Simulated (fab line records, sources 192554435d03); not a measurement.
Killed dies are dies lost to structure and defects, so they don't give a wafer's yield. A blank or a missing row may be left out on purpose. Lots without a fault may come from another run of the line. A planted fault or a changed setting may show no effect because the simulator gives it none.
Split-lot experiment | flow n5_finfet | 7 lots, 21 wafers read, on a route of 1938 steps

THE SPLIT
At N5_BEOL_M14_PEB_26 (peb time 90 s), the setting peb_temp_c was moved away from the recipe's 130 C on 3 of the 21 wafers read, by +2.5% to +2.6%. The other wafers ran this setting at the recipe's value.

FROM THE SPLIT TO THE READING: what the file shows between them, 2 steps
- N5_BEOL_M14_DEVELOP_27: develop time 45 s
- N5_BEOL_M14_HARDBAKE_32: time 120 s

THE READING
cd_nm, in nm, at N5_BEOL_M14_CD_MEAS_28 (target cd 284.4 nm). Fault-free wafers of this fab line usually give 283.4 nm, standard deviation 1.8 nm.

wafer  | tool, chamber at the split | peb_temp_c as run, C | against the recipe | cd_nm, nm | against lot-mates on the recipe
L079.1 | litho_track-03, 0          | 130                  | recipe             | 285.0     | -
L079.2 | litho_track-03, 0          | 130                  | recipe             | 283.9     | -
L079.6 | litho_track-03, 0          | 130                  | recipe             | 282.0     | -
L078.1 | litho_track-01, 0          | 130                  | recipe             | 280.7     | -
L078.4 | litho_track-01, 0          | 130                  | recipe             | 280.6     | -
L078.5 | litho_track-01, 0          | 130                  | recipe             | 281.7     | -
L080.1 | litho_track-03, 0          | 130                  | recipe             | 283.6     | -
L080.2 | litho_track-03, 0          | 130                  | recipe             | 287.7     | -
L080.3 | litho_track-03, 0          | 130                  | recipe             | 284.4     | -
L082.2 | litho_track-05, 0          | 133.4                | +2.6%              | 297.6     | +12.2
L082.4 | litho_track-05, 0          | 130                  | recipe             | 285.4     | -
L082.6 | litho_track-05, 0          | 133.4                | +2.6%              | 297.5     | +12.1
L083.1 | litho_track-05, 0          | 130                  | recipe             | 283.6     | -
L083.5 | litho_track-05, 0          | 130                  | recipe             | 283.7     | -
L083.6 | litho_track-05, 0          | 133.2                | +2.5%              | 297.0     | +13.4
L085.4 | litho_track-05, 0          | 130                  | recipe             | 281.8     | -
L085.5 | litho_track-05, 0          | 130                  | recipe             | 283.5     | -
L085.6 | litho_track-05, 0          | 130                  | recipe             | 282.3     | -
L097.2 | litho_track-03, 0          | 130                  | recipe             | 282.3     | -
L097.3 | litho_track-03, 0          | 130                  | recipe             | 285.4     | -
L097.5 | litho_track-03, 0          | 130                  | recipe             | 283.5     | -

THE FIT
A straight line over all 21 wafers: cd_nm changes by +5.45 nm for each +1% of peb_temp_c; r = +0.95; the points scatter about the line by 1.7 nm.
The same after taking each lot's own level away (the mean of its wafers on the recipe; 21 wafers): +4.88 nm for each +1%; r = +0.97; scatter 1.1 nm.
On that fit, the largest move of peb_temp_c shifts the reading by 13 nm.
The lots' own levels span 281.00 to 285.40 nm, that is 2.4 times the standard deviation above.
So the lot-to-lot level changes the slope: the two fits differ.
Check: with one of the wafers moved furthest among these (+2.6%) left out of the fit, the line predicts +13.1 nm for it against its lot-mates. It came out at +12.2 nm against them.

OTHER SPLITS ON THESE WAFERS
These wafers also went through other splits before the reading. Each is held against what the fit with the lots' levels taken away leaves over:
other split on the same wafers    | wafers away from the commonest value | r with cd_nm (lot level and that fit taken away)
N5_BEOL_M11_DEP_56 time_s         | 8                                    | -0.04
N5_BEOL_M13_TRENCH_ETCH_34 time_s | 9                                    | +0.21

THE WHOLE CHAIN: every reading that the file lists as answering this split, in the file's order
step                   | what it does                    | reading                                                         | change (the file's fit)              | r (the file's)
N5_BEOL_M14_CD_MEAS_28 | target cd 284.4 nm              | cd_nm                                                           | +4.98 nm for each +1% of the setting | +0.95
N5_BEOL_M14_DESCUM_33  | chemistry O2, time 7.9 s        | BEOL_M14.cd_nm (the simulator's own value, which no gauge read) | +5.01 nm for each +1% of the setting | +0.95
N5_BEOL_M14_ETCH_68    | etches SOC in N2/H2, time 450 s | BEOL_M14.cd_nm (the simulator's own value, which no gauge read) | +5.11 nm for each +1% of the setting | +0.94

THE FILE'S OWN FIT
cd_nm changes by +4.98 nm for each +1% of peb_temp_c, r = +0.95.
